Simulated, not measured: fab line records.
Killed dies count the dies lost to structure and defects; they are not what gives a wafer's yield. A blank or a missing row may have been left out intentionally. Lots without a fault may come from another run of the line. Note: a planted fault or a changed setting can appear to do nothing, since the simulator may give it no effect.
Chamber matching | flow n5-finfet | N5_BEOL_M1_ETCH_69 on rie-diel-01 has 4 sister chambers
The step etches SiARC in CF4, target depth 15.6 nm, time 26 s. 14 wafers are shown with their chamber, then 7 later ones without.

## EACH WAFER AND ITS CHAMBER
wafer  | chamber | throttle-valve-pct (%) | showerhead-plenum-p-Torr (Torr) | etch-rf-on-time-s (s)
L076.1 | 1       | 16.04                  | 2.20                            | 25.2
L076.4 | 3       | 15.99                  | 2.17                            | 25.4
L076.6 | 1       | 16.04                  | 2.20                            | 24.9
L078.3 | 2       | 15.70                  | 2.21                            | 26.8
L078.4 | 1       | 16.06                  | 2.20                            | 25.2
L078.6 | 0       | 15.94                  | 2.14                            | 26.6
L080.1 | 0       | 15.95                  | 2.14                            | 26.9
L080.2 | 2       | 15.69                  | 2.21                            | 26.9
L080.3 | 1       | 16.06                  | 2.20                            | 25.2
L083.1 | 0       | 15.95                  | 2.13                            | 26.5
L083.3 | 2       | 15.71                  | 2.21                            | 26.8
L083.6 | 3       | 16.02                  | 2.16                            | 25.4
L084.1 | 0       | 15.95                  | 2.13                            | 26.8
L084.2 | 2       | 15.70                  | 2.21                            | 26.8

SIGNATURES (means of the wafers above)
reading                  | chamber 0 | chamber 1 | chamber 2 | chamber 3 | scatter within a chamber
throttle-valve-pct       | 15.9475   | 16.0500   | 15.7000   | 16.0050   | 0.0106
showerhead-plenum-p-Torr | 2.1350    | 2.2000    | 2.2100    | 2.1650    | 0.00387
etch-rf-on-time-s        | 26.700    | 25.125    | 26.825    | 25.400    | 0.132
Rule: a wafer lies at a distance from a chamber equal to the root of the sum of squares, over the readings, of (its reading less the chamber's mean, divided by the reading's scatter). The wafer belongs to the nearest chamber; if the next one is less than 2 further off, it can't be placed. How the scatter is found: for the shown wafers, subtract from each reading the mean of its chamber, square and add these, divide the total by (wafers less chambers), then take the root.

## WAFERS MISSING THEIR CHAMBER
wafer  | throttle-valve-pct (%) | showerhead-plenum-p-Torr (Torr) | etch-rf-on-time-s (s)
L084.5 | 16.02                  | 2.16                            | 25.7
L090.2 | 15.98                  | 2.13                            | 26.6
L090.3 | 15.58                  | 2.19                            | 25.7
L090.5 | 15.56                  | 2.19                            | 25.5
L096.2 | 15.75                  | 2.20                            | 26.7
L096.3 | 15.61                  | 2.19                            | 25.4
L096.5 | 16.00                  | 2.13                            | 26.6

## CHAMBER TAKEN BY EACH
wafer  | from the rows above | in truth
L084.5 | 3                   | 3
L090.2 | 0                   | 0
L090.3 | 2                   | 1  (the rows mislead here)
L090.5 | 2                   | 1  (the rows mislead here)
L096.2 | 2                   | 2
L096.3 | 2                   | 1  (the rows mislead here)
L096.5 | 0                   | 0
4 of 7 placed correctly. Not placeable from these rows: 0. Number placed wrongly: 3.
